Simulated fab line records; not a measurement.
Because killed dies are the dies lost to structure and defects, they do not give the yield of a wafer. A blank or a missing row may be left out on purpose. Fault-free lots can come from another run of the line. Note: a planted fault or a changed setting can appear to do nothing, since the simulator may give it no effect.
Matching of chambers | flow n5-finfet | 4 sister chambers for N5_BEOL_M6_ETCH_65 on rie-diel-06
The step etches SiARC in CF4, target depth 15.6 nm, time 26 s. 8 wafers are shown with their chamber, then 9 later ones without.

WAFERS WITH THEIR CHAMBER
wafer  | chamber | drypump-motor-current-A (A) | showerhead-plenum-p-Torr (Torr)
L076.2 | 3       | 4.9                         | 2.16
L081.6 | 0       | 6.8                         | 2.07
L082.1 | 1       | 5.7                         | 2.22
L082.4 | 2       | 6.0                         | 2.05
L082.6 | 3       | 4.9                         | 2.15
L088.2 | 2       | 5.9                         | 2.05
L088.3 | 1       | 5.7                         | 2.21
L088.5 | 0       | 6.8                         | 2.06

WAFERS WHOSE CHAMBER IS MISSING
wafer  | drypump-motor-current-A (A) | showerhead-plenum-p-Torr (Torr)
L090.1 | 5.9                         | 2.05
L090.3 | 4.9                         | 2.15
L090.6 | 6.8                         | 2.06
L091.4 | 5.9                         | 2.04
L091.5 | 5.7                         | 2.21
L091.6 | 6.9                         | 2.06
L097.1 | 4.9                         | 2.14
L097.4 | 5.9                         | 2.04
L097.5 | 5.9                         | 2.04

WHICH CHAMBER EACH ONE RAN IN
wafer  | from the rows above | in truth
L090.1 | 2                   | 2
L090.3 | 3                   | 3
L090.6 | 0                   | 0
L091.4 | 2                   | 2
L091.5 | 1                   | 1
L091.6 | 0                   | 0
L097.1 | 3                   | 3
L097.4 | 2                   | 2
L097.5 | 2                   | 2
9 of 9 placed correctly. Can't be placed from these rows: 0. Wrongly placed: 0.
How it was worked out, from the rows above alone: a wafer's distance from a chamber is the root of the sum, over the readings, of the square of ((its reading less the chamber's mean) divided by the reading's scatter). The wafer belongs to the nearest chamber; if the next one is less than 2 further off, it can't be placed. The mean given for a chamber averages the wafers shown for that chamber. The scatter is the square root of a quotient: the sum, over the shown wafers, of each reading's squared deviation from its chamber's mean, divided by wafers minus chambers.
